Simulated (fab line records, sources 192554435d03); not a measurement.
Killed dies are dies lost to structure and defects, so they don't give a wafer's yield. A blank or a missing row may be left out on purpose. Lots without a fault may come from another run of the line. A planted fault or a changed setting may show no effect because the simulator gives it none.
Chamber matching | flow n5_finfet | N5_MOL_CONTACT_COAG_ALD_131 on ald_sin-04: 4 sister chambers
The step deposits SiO2, target thk 5 nm, pulse time 1 s, co reactant pulse time 1 s. 16 wafers are shown with their chamber, then 8 later ones without.

WAFERS WITH THEIR CHAMBER
wafer  | chamber | heater_power_w (W) | precursor_pulse_height_rel | chamber_pressure_Torr (Torr)
L075.3 | 0       | 74                 | 1.021                      | 1.996
L075.4 | 2       | 82                 | 1.004                      | 2.000
L075.6 | 0       | 77                 | 0.982                      | 2.002
L076.1 | 2       | 84                 | 1.015                      | 2.006
L076.3 | 0       | 74                 | 0.988                      | 2.008
L076.5 | 2       | 84                 | 1.031                      | 2.000
L079.2 | 2       | 83                 | 1.012                      | 1.995
L079.3 | 0       | 74                 | 0.980                      | 1.998
L079.6 | 1       | 90                 | 1.021                      | 1.999
L081.1 | 2       | 83                 | 0.984                      | 2.006
L081.3 | 3       | 67                 | 1.023                      | 2.004
L081.6 | 0       | 73                 | 0.975                      | 1.995
L085.1 | 3       | 68                 | 1.001                      | 2.001
L085.3 | 2       | 83                 | 1.004                      | 2.001
L085.6 | 0       | 74                 | 1.004                      | 1.994
L086.1 | 0       | 72                 | 0.996                      | 1.997

SIGNATURES (means of the wafers above)
reading                    | chamber 0 | chamber 1 | chamber 2 | chamber 3 | scatter within a chamber
heater_power_w             | 74.00     | 90.00     | 83.17     | 67.50     | 1.2
precursor_pulse_height_rel | 0.99229   | 1.02100   | 1.00833   | 1.01200   | 0.0158
chamber_pressure_Torr      | 1.99857   | 1.99900   | 2.00133   | 2.00250   | 0.00443
Rule: a wafer's distance from a chamber is the root of the sum, over the readings, of the square of ((its reading less the chamber's mean) divided by the reading's scatter). The wafer belongs to the nearest chamber; if the next one is less than 2 further off, it can't be placed. The scatter: the root of (the sum of the squares of (reading less its chamber's mean) over the shown wafers, divided by (wafers less chambers)).

WAFERS WITHOUT THEIR CHAMBER
wafer  | heater_power_w (W) | precursor_pulse_height_rel | chamber_pressure_Torr (Torr)
L086.3 | 67                 | 1.021                      | 1.994
L086.4 | 74                 | 1.000                      | 1.995
L091.2 | 80                 | 0.978                      | 1.999
L091.5 | 70                 | 1.006                      | 1.993
L091.6 | 87                 | 0.978                      | 2.001
L095.1 | 67                 | 0.998                      | 2.004
L095.4 | 69                 | 0.996                      | 2.005
L095.6 | 68                 | 0.985                      | 2.001

WHICH CHAMBER EACH WENT THROUGH
wafer  | from the rows above     | in truth
L086.3 | 3                       | 3
L086.4 | 0                       | 0
L091.2 | can't be placed: 2 or 0 | 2
L091.5 | can't be placed: 3 or 0 | 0
L091.6 | can't be placed: 1 or 2 | 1
L095.1 | 3                       | 3
L095.4 | 3                       | 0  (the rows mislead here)
L095.6 | 3                       | 3
Placed correctly: 4 of 8. Can't be placed from these rows: 3 (the true chamber is among the candidates in 3). Placed wrongly: 1.
